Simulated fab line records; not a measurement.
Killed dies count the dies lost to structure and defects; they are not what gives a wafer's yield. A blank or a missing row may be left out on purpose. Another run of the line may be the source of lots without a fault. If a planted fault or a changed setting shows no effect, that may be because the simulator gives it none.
Comparing a struck lot with a sound one -- flow nand-harc -- 14 steps out of a route of 1159
Sound: the wafers L867.1, L867.3, L867.4. The struck wafers were L875.1, L875.5, L875.6. The cause is given at the end.
Order at every step that has rows: each side's tool, ch and its chambers, its first start. Under that, the readings that differ: sound wafers -- struck wafers -- difference of the means -- sigmas: that difference in standard deviations of wafers without a fault.
alike: readings with means less than 2 such deviations apart, plus words and numbers identical on both sides. not compared: withheld readings, readings lacking a value on some wafer, bounds such as >300 that could conceal the same value, and numbers that have no deviation in the record and whose values overlap.
The two part at a step that has a row with sigmas, a row that says differs or no value, or rows on one side only. Numbers that don't overlap but have no deviation are shown without sigmas and don't part them. A reading missing from all wafers of one side parts the sides only when that side holds two or more wafers.

NHARC_P_STI_INSPECT_11:
  sound: defect-inspect-02 at day 2 21:19; struck: defect-inspect-01 at day 4 19:13
  alike: raw-defect-count
then, 1 step without rows for these wafers: NHARC_P_STI_HARDBAKE_13 (time 65 s).
NHARC_P_STI_DESCUM_14: chemistry O2, time 3 s.
  sound on rie-diel-10 ch 0,1,2, day 2 21:26; struck on rie-diel-03 ch 0,2,3, day 4 19:22
  alike: drypump-motor-current-A, oes-product-au, rf-vpp-V, showerhead-plenum-p-Torr, throttle-valve-pct
  not compared: rf-hours-counter-h
NHARC_P_STI_ETCH_42: etches the open film in N2/H2, target depth 80 nm, overetch 24 nm, time 61 s.
  sound on rie-diel-10 ch 0,1,3, day 2 21:32; struck on rie-diel-03 ch 2,3, day 4 19:26
  alike: drypump-motor-current-A, oes-product-au, rf-vpp-V, showerhead-plenum-p-Torr, throttle-valve-pct
  not compared: rf-hours-counter-h
NHARC_P_STI_ETCH_31: etches the open film in CF4/CHF3, target depth 108.9 nm, time 54.5 s.
  sound on rie-diel-10 ch 0,1,3; struck on rie-diel-03 ch 0,1,3
reading,sound,struck,difference,sigmas
oes-product-au (a.u.),0.923 0.938 0.944,0.976 0.950 0.985,+0.035,+3
  alike: drypump-motor-current-A, rf-vpp-V, showerhead-plenum-p-Torr, throttle-valve-pct
  not compared: rf-hours-counter-h
NHARC_P_STI_ETCH_15: etches the open film in HBr/Cl2, target depth 300 nm, time 100.1 s.
  sound on rie-si-04 ch 0,2,3, day 2 21:44; struck on rie-si-04 ch 0,2,3, day 4 19:40
  alike: drypump-motor-current-A, he-backside-leak-sccm, oes-product-au, throttle-valve-pct
  not compared: rf-hours-counter-h
NHARC_P_STI_CD_MEAS_16:
  sound: cd-sem-03 at day 2 21:53; struck: cd-sem-02 at day 4 19:48
  alike: cd-nm
NHARC_P_STI_OCD_MEAS_17:
  sound: ocd-01 at day 2 21:59; struck: ocd-02 at day 4 19:53
  alike: trench-depth-nm, trench-foot-cd-nm
then, 3 steps without rows for these wafers: NHARC_P_STI_STRIP_19 (strips in SPM, time 900 s); NHARC_P_STI_PRECLEAN_32 (cleans in SC1); NHARC_P_STI_SRD_23.
NHARC_P_STI_OCD_MEAS_43:
  sound: ocd-01 at day 2 22:30; struck: ocd-01 at day 4 20:23
  alike: trench-depth-nm, trench-foot-cd-nm
NHARC_P_STI_OXIDE_33: material SiO2, target thk 10 nm, ox time 281 s.
  sound on furnace-03 ch 0, day 3 05:07; struck on furnace-03, day 5 03:20
  no value came back on the struck wafers for ox-temp-c (C), ox-time-s (s), spike-tc-lower-C (C), spike-tc-upper-C (C); on the sound wafers ox-temp-c (C) reads 1000.3 1000.5 1000.1
then, 1 step without rows for these wafers: NHARC_P_STI_HDPCVD_20 (deposits SiO2).

WHERE THEY PART
Earliest at NHARC_P_STI_ETCH_31; latest, in this record, at NHARC_P_STI_OXIDE_33.

WHY: the cause the simulator had injected
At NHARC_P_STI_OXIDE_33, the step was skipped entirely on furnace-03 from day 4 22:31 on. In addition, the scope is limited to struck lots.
